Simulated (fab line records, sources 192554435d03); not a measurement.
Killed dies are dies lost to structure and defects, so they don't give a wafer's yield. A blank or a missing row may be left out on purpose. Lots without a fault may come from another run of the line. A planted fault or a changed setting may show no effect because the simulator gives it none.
Which tool did it? | flow n5_finfet | 9 lots, 24 wafers sampled, at 6 steps of a route of 1938

WHAT THE GAUGES READ, wafer by wafer
N5_BEOL_M4_OCD_MEAS_38.
lot  | measured     | on     | trench_depth_nm (nm)
L816 | day 8 01:29  | ocd-02 | 55.0 55.0
L820 | day 9 06:20  | ocd-01 | 54.7 53.8 53.6
L822 | day 9 19:37  | ocd-02 | 57.1 57.3
L823 | day 10 01:00 | ocd-01 | 57.1 55.0 56.0
L828 | day 11 00:17 | ocd-02 | 56.4 53.5
L832 | day 12 05:43 | ocd-02 | 61.1 57.4 60.6
L833 | day 12 22:34 | ocd-01 | 62.7 60.5 61.8
L836 | day 13 13:25 | ocd-02 | 54.9 56.4 57.1
L837 | day 13 13:27 | ocd-01 | 56.8 57.6 57.1

N5_BEOL_M4_RC_MEAS_101.
lot  | measured     | on        | DIBL_N (mV/V)  | DIBL_P (mV/V)  | IOFF_N (nA/um) | IOFF_P (nA/um) | ION_N (uA/um) | ION_P (uA/um) | SS_N (mV/dec)  | SS_P (mV/dec)  | VT_N (mV)   | VT_P (mV)
L816 | day 8 05:43  | prober-01 | 34.7 38.8      | 34.3 37.2      | 0.14 0.21      | 0.18 0.21      | 698 670       | 476 459       | 71.2 73.5      | 72.8 73.6      | 254 247     | -251 -253
L820 | day 9 10:41  | prober-02 | 37.3 39.1 34.8 | 36.9 38.0 35.0 | 0.17 0.20 0.13 | 0.24 0.26 0.23 | 678 684 650   | 469 472 454   | 71.4 72.7 71.0 | 74.0 74.2 74.0 | 249 248 250 | -249 -247 -248
L822 | day 10 00:06 | prober-02 | 34.7 42.7      | 33.6 45.1      | 0.12 0.30      | 0.16 0.38      | 657 694       | 454 473       | 70.5 73.4      | 71.5 75.7      | 257 243     | -252 -241
L823 | day 10 05:03 | prober-02 | 38.8 38.0 39.1 | 39.8 37.3 39.7 | 0.21 0.18 0.19 | 0.29 0.24 0.28 | 691 677 667   | 475 465 468   | 71.1 71.7 71.3 | 74.3 73.2 74.1 | 243 252 247 | -242 -247 -245
L828 | day 11 05:20 | prober-02 | 39.6 34.4      | 38.8 33.9      | 0.26 0.14      | 0.28 0.20      | 677 685       | 460 464       | 73.7 71.8      | 73.7 72.4      | 247 250     | -246 -251
L832 | day 12 09:40 | prober-01 | 40.8 38.5 39.0 | 40.6 36.9 38.1 | 0.23 0.18 0.19 | 0.29 0.24 0.25 | 690 655 664   | 470 457 460   | 72.2 71.7 71.6 | 74.2 73.8 73.0 | 244 249 249 | -247 -247 -247
L833 | day 13 03:25 | prober-01 | 36.3 35.6 40.4 | 37.2 35.8 39.2 | 0.17 0.15 0.25 | 0.24 0.22 0.27 | 693 665 676   | 480 466 461   | 70.8 71.5 73.2 | 72.9 72.4 73.8 | 248 248 248 | -247 -248 -244
L836 | day 13 17:25 | prober-01 | 39.4 34.4 39.7 | 39.4 34.4 40.4 | 0.22 0.12 0.23 | 0.25 0.18 0.28 | 683 672 697   | 457 465 474   | 72.8 71.4 72.3 | 74.8 73.1 74.5 | 244 251 241 | -249 -254 -249
L837 | day 13 19:04 | prober-02 | 37.1 35.2 38.5 | 36.8 35.5 38.6 | 0.19 0.13 0.20 | 0.20 0.18 0.23 | 668 659 673   | 454 452 457   | 72.8 71.5 72.3 | 73.0 73.1 74.2 | 248 251 248 | -253 -253 -249

WHICH TOOL RAN EACH LOT (tool, then ch and the chambers of the sampled wafers, then the start)
lot  | N5_BEOL_M4_ETCH_77                 | N5_BEOL_M4_STRIP_36                | N5_BEOL_M4_TRENCH_ETCH_37          | N5_BEOL_M4_ETCH_41
L816 | rie_diel-04 ch 0,1, day 7 22:08    | rie_diel-05 ch 0,3, day 8 01:17    | rie_diel-05 ch 0,3, day 8 01:20    | rie_diel-05 ch 0,3, day 8 01:29 or earlier
L820 | rie_diel-06 ch 0,1,3, day 9 02:52  | rie_diel-04 ch 1,2, day 9 06:09    | rie_diel-04 ch 1,2, day 9 06:11    | rie_diel-04 ch 1,2, day 9 06:20 or earlier
L822 | rie_diel-05 ch 0,3, day 9 13:53    | rie_diel-06 ch 2,3, day 9 19:26    | rie_diel-06 ch 2,3, day 9 19:28    | rie_diel-06 ch 2,3, day 9 19:37 or earlier
L823 | rie_diel-05 ch 1,2,3, day 9 21:04  | rie_diel-05 ch 0,1,2, day 10 00:48 | rie_diel-05 ch 0,1,2, day 10 00:50 | rie_diel-05 ch 0,1,2, day 10 01:00 or earlier
L828 | rie_diel-06 ch 1,2, day 10 20:11   | rie_diel-04 ch 0,2, day 11 00:07   | rie_diel-04 ch 0,2, day 11 00:09   | rie_diel-04 ch 0,2, day 11 00:17 or earlier
L832 | rie_diel-05 ch 0,2,3, day 12 01:57 | rie_diel-04 ch 1,2,3, day 12 05:31 | rie_diel-04 ch 1,2,3, day 12 05:34 | rie_diel-04 ch 1,2,3, day 12 05:43 or earlier
L833 | rie_diel-04 ch 1,2,3, day 12 21:26 | rie_diel-04 ch 0,1,3, day 12 22:22 | rie_diel-04 ch 0,1,3, day 12 22:24 | rie_diel-04 ch 0,1,3, day 12 22:34 or earlier
L836 | rie_diel-05 ch 0,2,3, day 13 08:23 | rie_diel-05 ch 0,1,2, day 13 13:14 | rie_diel-05 ch 0,1,2, day 13 13:16 | rie_diel-05 ch 0,1,2, day 13 13:25 or earlier
L837 | rie_diel-04 ch 0,1,3, day 13 08:47 | rie_diel-06 ch 2,3, day 13 13:16   | rie_diel-06 ch 2,3, day 13 13:18   | rie_diel-06 ch 2,3, day 13 13:27 or earlier
- N5_BEOL_M4_ETCH_77: etches underlayer in N2/H2, target depth 6.5 nm, time 5.2 s.
- N5_BEOL_M4_STRIP_36: strips in N2/H2.
- N5_BEOL_M4_TRENCH_ETCH_37: etches SiOC in C4F6/O2, target depth 55.555 nm, time 29.2 s.
- N5_BEOL_M4_ETCH_41: etches SiCN in CH3F/O2, target depth 29.9 nm, time 52.5 s.

WHAT THE TOOLS THEMSELVES READ (means of the sampled wafers that have a number; where no wafer has one, the mark that the record gives instead)
N5_BEOL_M4_ETCH_77.
lot  | tool        | drypump_motor_current_A (A) | etch_rf_on_time_s (s) | oes_product_au (a.u.) | rf_fwd_power_W (W) | rf_vpp_V (V) | showerhead_plenum_p_Torr (Torr) | throttle_valve_pct (%)
L816 | rie_diel-04 | 5.5                         | 5.13                  | 0.71                  | 820.8              | 524.4        | 2.56                            | 17.92
L820 | rie_diel-06 | 5.9                         | 5.26                  | 0.62                  | 817.8              | 522.1        | 2.52                            | 17.85
L822 | rie_diel-05 | 5.8                         | 5.18                  | 0.70                  | 819.0              | 526.2        | 2.68                            | 17.77
L823 | rie_diel-05 | 5.7                         | 5.14                  | 0.77                  | 819.0              | 526.9        | 2.67                            | 17.76
L828 | rie_diel-06 | 6.2                         | 5.31                  | 0.60                  | 818.6              | 523.8        | 2.58                            | 17.75
L832 | rie_diel-05 | 6.0                         | 5.07                  | 0.68                  | 820.4              | 527.7        | 2.67                            | 17.82
L833 | rie_diel-04 | 5.1                         | 5.26                  | 0.78                  | 820.4              | 523.9        | 2.55                            | 17.74
L836 | rie_diel-05 | 6.0                         | 5.14                  | 0.67                  | 818.6              | 527.6        | 2.67                            | 17.83
L837 | rie_diel-04 | 5.5                         | 5.12                  | 0.76                  | 822.1              | 523.6        | 2.51                            | 17.72

N5_BEOL_M4_STRIP_36.
lot  | tool        | bias_power_w (W) | drypump_motor_current_A (A) | oes_product_au (a.u.) | rf_vpp_V (V) | showerhead_plenum_p_Torr (Torr) | throttle_valve_pct (%)
L816 | rie_diel-05 | 7.014            | 5.8                         | 0.83                  | 59.5         | 2.68                            | 23.59
L820 | rie_diel-04 | 7.006            | 4.9                         | 0.69                  | 58.7         | 2.60                            | 24.13
L822 | rie_diel-06 | 7.017            | 5.9                         | 0.73                  | 60.0         | 2.59                            | 23.70
L823 | rie_diel-05 | 7.002            | 5.9                         | 0.84                  | 59.1         | 2.63                            | 23.48
L828 | rie_diel-04 | 6.999            | 5.3                         | 0.95                  | 59.5         | 2.55                            | 23.74
L832 | rie_diel-04 | 6.978            | 5.1                         | 0.94                  | 60.3         | 2.54                            | 23.55
L833 | rie_diel-04 | 6.998            | 5.5                         | 0.88                  | 58.0         | 2.51                            | 23.53
L836 | rie_diel-05 | 7.004            | 5.9                         | 0.80                  | 59.0         | 2.62                            | 23.52
L837 | rie_diel-06 | 6.984            | 5.9                         | 0.71                  | 59.9         | 2.56                            | 23.81

N5_BEOL_M4_TRENCH_ETCH_37.
lot  | tool        | drypump_motor_current_A (A) | oes_f_703_au (a.u.) | oes_product_au (a.u.) | rf_fwd_power_W (W) | rf_vpp_V (V) | showerhead_plenum_p_Torr (Torr) | throttle_valve_pct (%)
L816 | rie_diel-05 | 5.8                         | 0.85                | 0.83                  | 350.6              | 650          | 2.96                            | 20.54
L820 | rie_diel-04 | 4.9                         | 0.68                | 0.67                  | 349.0              | 673          | 2.91                            | 21.22
L822 | rie_diel-06 | 5.9                         | 0.74                | 0.74                  | 349.6              | 681          | 2.90                            | 20.80
L823 | rie_diel-05 | 5.8                         | 0.86                | 0.84                  | 349.3              | 659          | 2.95                            | 20.74
L828 | rie_diel-04 | 5.3                         | 0.94                | 0.93                  | 349.2              | 664          | 2.84                            | 20.70
L832 | rie_diel-04 | 5.1                         | 1.19                | 0.98                  | 432.8              | 596          | 2.87                            | 20.87
L833 | rie_diel-04 | 5.5                         | 1.16                | 0.95                  | 433.3              | 584          | 2.82                            | 20.82
L836 | rie_diel-05 | 5.9                         | 0.82                | 0.81                  | 349.3              | 659          | 2.93                            | 20.79
L837 | rie_diel-06 | 5.9                         | 0.71                | 0.72                  | 350.6              | 686          | 2.87                            | 20.97

N5_BEOL_M4_ETCH_41.
lot  | tool        | drypump_motor_current_A (A) | oes_product_au (a.u.) | rf_fwd_power_W (W) | rf_vpp_V (V) | showerhead_plenum_p_Torr (Torr) | throttle_valve_pct (%)
L816 | rie_diel-05 | 5.8                         | 0.82                  | 390.4              | 299.3        | 2.08                            | 16.05
L820 | rie_diel-04 | 4.9                         | 0.67                  | 389.4              | 298.5        | 2.05                            | 16.71
L822 | rie_diel-06 | 5.9                         | 0.75                  | 389.4              | 297.5        | 2.04                            | 16.27
L823 | rie_diel-05 | 5.9                         | 0.85                  | 391.1              | 298.9        | 2.08                            | 16.21
L828 | rie_diel-04 | 5.3                         | 0.94                  | 392.1              | 297.9        | 2.00                            | 16.12
L832 | rie_diel-04 | 5.1                         | 0.92                  | 389.3              | 297.4        | 2.02                            | 16.26
L833 | rie_diel-04 | 5.5                         | 0.90                  | 389.6              | 297.6        | 1.99                            | 16.23
L836 | rie_diel-05 | 5.8                         | 0.81                  | 391.4              | 298.3        | 2.06                            | 16.26
L837 | rie_diel-06 | 5.9                         | 0.72                  | 391.7              | 297.6        | 2.01                            | 16.44

THE ANSWER, worked out from the rows above alone
Rule: what is usual is taken from the lots themselves. Put in order of their means at a reading, lots are off if they are a third of the lots or fewer, leave a main group of 4 or more, and stand apart from it by a gap of 3 or more times the standard deviation of the main group's means; of several such gaps the widest counts. A main group whose means are all the same, to the digits that the tables above print for the reading, isn't used. A lot without any number at a reading at which 4 lots or more have one is off too. The other lots that the step has rows for count as sound. The gauges are gone through in route order, then the tools' own readings, and for those a lot's mean is taken as printed above. The first step at which some lot is off is used, and at that step the reading that is off furthest; a lot without a number counts as furthest.
Off: L832, L833, at N5_BEOL_M4_TRENCH_ETCH_37 (rf_fwd_power_W). The main group: mean 349.7 W, standard deviation 0.62.
A tool fits if, at that step or a process step before it, it ran every lot that is off, and no sound lot after the first of them. One fits: rie_diel-04 at N5_BEOL_M4_STRIP_36 and N5_BEOL_M4_TRENCH_ETCH_37. At N5_BEOL_M4_STRIP_36 its last sound lot is L828 (day 11 00:07), its first lot that is off L832 (day 12 05:31): a fault that began between those two fits.

WHAT THE SIMULATOR HAD PUT IN
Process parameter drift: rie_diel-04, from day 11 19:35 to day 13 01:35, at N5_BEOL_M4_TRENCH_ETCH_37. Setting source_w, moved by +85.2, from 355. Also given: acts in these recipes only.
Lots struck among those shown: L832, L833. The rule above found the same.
